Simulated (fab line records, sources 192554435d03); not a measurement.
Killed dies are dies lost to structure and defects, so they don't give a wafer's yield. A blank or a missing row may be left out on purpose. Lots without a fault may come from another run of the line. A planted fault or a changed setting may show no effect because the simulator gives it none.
A struck lot beside a sound one | flow n5_finfet | 39 steps out of a route of 1938
Sound: wafers L723.1, L723.3, L723.5. Struck: wafers L725.1, L725.2. (L725.6 of the same lot was not struck and is left out.) The cause comes at the end.
At each step with rows: each side's tool, then ch and its chambers, then its first start. Under that, the readings that differ: sound wafers | struck wafers | difference of the means | sigmas: that difference in standard deviations of wafers without a fault.
alike: readings whose means differ by less than 2 such deviations, and words and numbers that are the same on both sides. not compared: withheld readings, readings that some wafer has no value for, bounds like >300 that may hide the same value, and numbers for which the record gives no deviation and whose values overlap.
The two part at a step that has a row with sigmas, a row that says differs or no value, or rows on one side only. Numbers that don't overlap but have no deviation are shown without sigmas and don't part them. A reading that every wafer of one side lacks parts them only if that side has two wafers or more.

first, 9 steps without rows for these wafers: N5_BEOL_M12_SOFTBAKE_23 (time 60 s); N5_BEOL_M12_EXPOSE_25 (exposes mask M12); N5_BEOL_M12_PEB_26 (peb time 90 s); N5_BEOL_M12_DEVELOP_27 (develop time 45 s); N5_BEOL_M12_HARDBAKE_32 (time 120 s); N5_BEOL_M12_DESCUM_33 (chemistry O2, time 7.9 s); N5_BEOL_M12_ETCH_67 (etches SiARC in CF4, target depth 143 nm, time 238.3 s); N5_BEOL_M12_ETCH_68 (etches SOC in N2/H2, time 285 s); N5_BEOL_M12_STRIP_69 (strips in N2/H2).
N5_BEOL_M12_TRENCH_ETCH_34: etches SiOC in C4F8/O2/Ar, target depth 318.95 nm, time 125.5 s.
  sound on rie_diel-06 ch 0,1,3, day 11 19:30; struck on rie_diel-06 ch 0,1, day 11 20:53
  reading                  | sound             | struck      | difference                    | sigmas
  rf_fwd_power_W (W)       | 2971 2983 2973    | - -         | no value on the struck wafers |
  model.etch.depth_nm (nm) | 318.7 304.4 312.2 | 288.2 272.9 | -31.2                         |
  alike: drypump_motor_current_A, oes_product_au, rf_vpp_V, showerhead_plenum_p_Torr, throttle_valve_pct
  not compared: rf_hours_counter_h
then, 1 step without rows for these wafers: N5_BEOL_M12_STRIP_70 (strips in C4F8/O2/Ar).
N5_BEOL_M12_OCD_MEAS_35:
  sound on ocd-02, day 11 19:39; struck on ocd-01, day 11 21:03
  reading              | sound       | struck  | difference | sigmas
  trench_depth_nm (nm) | 319 304 313 | 288 273 | -32        | -6
then, 11 steps without rows for these wafers: N5_BEOL_M12_STRIP_37 (strips in N2/H2); N5_BEOL_M12_ETCH_38 (etches SiCN in CF4/N2, target depth 68.7 nm, time 73.4 s); N5_BEOL_M12_PRECLEAN_39 (cleans in residue remover, time 60 s); N5_BEOL_M12_SRD_40 (time 30 s, dry time 30 s); N5_BEOL_M12_DEGAS_41 (time 60 s); N5_BEOL_M12_PRE_CLEAN_42 (time 30 s); N5_BEOL_M12_SPUTTER_43 (material TaN, target thk 15 nm, time 24.19 s); N5_BEOL_M12_SPUTTER_44 (material Ta, target thk 10 nm, time 16.13 s); N5_BEOL_M12_SPUTTER_45 (material Cu, target thk 80 nm, time 13.33 s); N5_BEOL_M12_ECD_47 (material Cu, target thk 720 nm); N5_BEOL_M12_ANNEAL_48 (time 90 s).
N5_BEOL_M12_CMP_49: polishes, stops on SiOC, t overpolish 20.6 s, target thk 320 nm.
  sound on cmp-03 ch 0,3, day 11 23:37; struck on cmp-01 ch 1,3, day 12 00:29
  reading                                 | sound                | struck        | difference | sigmas
  clearing_platen_down_force_psi (psi)    | 1.4961 1.4960 1.4988 | 1.5046 1.5030 | +0.0068    | +2
  model.Cu_of_BEOL_M12_ECD_47.thk_nm (nm) | 320.6 306.6 314.8    | 290.6 273.6   | -31.9      |
  alike: barrier_field_endpoint_s, clearing_platen_rpm, head_pressure_psi, motor_current_A, overpolish_run_s
N5_BEOL_M12_THK_MEAS_50: measures by xrf.
  sound on film_metro-01, day 11 23:55; struck on film_metro-01, day 12 00:45
  reading      | sound       | struck  | difference | sigmas
  M12_THK (nm) | 312 298 307 | 285 267 | -30        | -5
then, 2 steps without rows for these wafers: N5_BEOL_M12_PRE_CLEAN_52 (time 15 s); N5_BEOL_M12_DEP_53 (deposits SiCN from 3MS/NH3, target thk 30 nm, time 10.5 s).
N5_BEOL_M12_RS_MEAS_54: measures by four-point-probe.
  sound on film_metro-01, day 12 00:02; struck on film_metro-02, day 12 00:52
  reading         | sound                | struck        | difference | sigmas
  M12_RS (ohm/sq) | 0.0600 0.0628 0.0610 | 0.0665 0.0709 | +0.0074    | +8
then, 9 steps without rows for these wafers: N5_BEOL_M13_ILD_DEP_00 (deposits SiOC from DEMS/O2, target thk 837.92 nm, time 166.4 s); N5_BEOL_M13_COAT_58 (time 60 s, resist thk 89 nm); N5_BEOL_M13_COAT_04 (resist thk 400 nm); N5_BEOL_M13_EBR_06; N5_BEOL_M13_SOFTBAKE_05 (time 60 s); N5_BEOL_M13_EXPOSE_07 (exposes mask V12); N5_BEOL_M13_PEB_08 (peb time 90 s); N5_BEOL_M13_DEVELOP_09 (develop time 45 s); N5_BEOL_M13_HARDBAKE_14 (time 120 s).
N5_BEOL_M15_RC_MEAS_101:
  sound on prober-01 ch 0, day 12 17:25; struck on prober-02 ch 0, day 12 19:34
  reading                    | sound                   | struck          | difference | sigmas
  COMB_M7 (S/m)              | 2.5e-11 2.9e-11 2.7e-11 | 1.7e-11 1.8e-11 | -9.5e-12   | -2
  SERP_M12 (ohm/um)          | 0.634 0.649 0.632       | 0.698 0.721     | +0.071     | +5
  SERP_M12_max_site (ohm/um) | 0.644 0.657 0.649       | 0.710 0.732     | +0.071     | +4
  alike: COMB_M10, COMB_M11, COMB_M13, COMB_M14, COMB_M14_max_site, COMB_M15, COMB_M5, COMB_M6, COMB_M8, COMB_M9, SERP_M10, SERP_M11, SERP_M13, SERP_M14, SERP_M5, SERP_M6, SERP_M7, SERP_M8, SERP_M9
N5_PASSIVATION_PROBE_49:
  sound on prober-01, day 13 06:07; struck on prober-01, day 13 10:03
  reading            | sound    | struck | difference | sigmas
  killed_at_M0_to_M3 | 26 24 36 | 70 36  | +24        | +2
  killed_at_contacts | 24 21 26 | 10 5   | -16        | -3
  alike: defect_limited_yield, killed_at_M4_up, killed_at_front_end, killed_at_other, killed_dies, killed_open, killed_short, sort_bin_4_leakage, sort_bin_5_function, sort_bin_6_memory, sort_n_pass, sort_yield_pct

WHERE THEY PART
First at N5_BEOL_M12_TRENCH_ETCH_34; last, within this record, at N5_PASSIVATION_PROBE_49.

WHY: what the simulator had put in
Process parameter drift: rie_diel-06, from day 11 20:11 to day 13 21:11, at N5_BEOL_M12_TRENCH_ETCH_34. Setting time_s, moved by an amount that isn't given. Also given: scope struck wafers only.
